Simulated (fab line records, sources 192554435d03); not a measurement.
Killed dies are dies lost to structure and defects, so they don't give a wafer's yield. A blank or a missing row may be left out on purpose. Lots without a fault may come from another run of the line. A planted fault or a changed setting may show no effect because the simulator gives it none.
Which tool did it? | flow n5_finfet | 11 lots, 33 wafers sampled, at 2 steps of a route of 1938

WHAT THE GAUGES READ, wafer by wafer
N5_PASSIVATION_CD_MEAS_30: target cd 4000 nm.
lot  | measured     | on        | cd_nm (nm)
L360 | day 14 07:55 | cd_sem-02 | 3999.5 3998.3 3998.3
L361 | day 14 00:36 | cd_sem-02 | 3998.3 3998.7 4001.5
L362 | day 14 08:04 | cd_sem-01 | 3999.9 4000.2 4000.5
L363 | day 15 00:10 | cd_sem-01 | 3998.7 3998.5 3998.3
L364 | day 15 04:21 | cd_sem-02 | 3999.5 4000.7 3999.8
L365 | day 15 09:25 | cd_sem-02 | 4000.8 4000.1 3999.4
L366 | day 15 07:53 | cd_sem-01 | 4001.3 4001.1 4001.3
L367 | day 15 11:55 | cd_sem-01 | 4000.5 4000.0 3998.7
L369 | day 15 21:50 | cd_sem-03 | 3998.7 4000.2 3999.6
L370 | day 16 18:14 | cd_sem-01 | 3998.5 3997.9 3998.1
L382 | day 18 07:15 | cd_sem-01 | 4001.5 4000.5 4000.9

WHICH TOOL RAN EACH LOT (tool, then ch and the chambers of the sampled wafers, then the start)
lot  | N5_MOL_CONTACT_COAG_STRIP_49
L360 | plasma_asher-01 ch 0,1, day 5 07:23
L361 | plasma_asher-02 ch 0,1, day 5 14:35
L362 | plasma_asher-01 ch 1, day 5 18:02
L363 | plasma_asher-01 ch 0,1, day 6 03:03
L364 | plasma_asher-02 ch 0,1, day 6 05:59
L365 | plasma_asher-01 ch 0, day 6 10:07
L366 | plasma_asher-02 ch 0,1, day 6 19:39
L367 | plasma_asher-01 ch 0,1, day 7 05:13
L369 | plasma_asher-01 ch 0,1, day 7 11:36
L370 | plasma_asher-01 ch 0,1, day 7 22:46
L382 | plasma_asher-01 ch 0,1, day 11 06:31
- N5_MOL_CONTACT_COAG_STRIP_49: strips in N2/H2, time 30 s.

THE ANSWER, worked out from the rows above alone
Rule: what is usual is taken from the lots themselves. Put in order of their means at a reading, lots are off if they are a third of the lots or fewer, leave a main group of 4 or more, and stand apart from it by a gap of 3 or more times the standard deviation of the main group's means; of several such gaps the widest counts. A main group whose means are all the same, to the digits that the tables above print for the reading, isn't used. A lot without any number at a reading at which 4 lots or more have one is off too. The other lots that the step has rows for count as sound.
No lot is off at any reading shown: from this, nothing can be told.

WHAT THE SIMULATOR HAD PUT IN
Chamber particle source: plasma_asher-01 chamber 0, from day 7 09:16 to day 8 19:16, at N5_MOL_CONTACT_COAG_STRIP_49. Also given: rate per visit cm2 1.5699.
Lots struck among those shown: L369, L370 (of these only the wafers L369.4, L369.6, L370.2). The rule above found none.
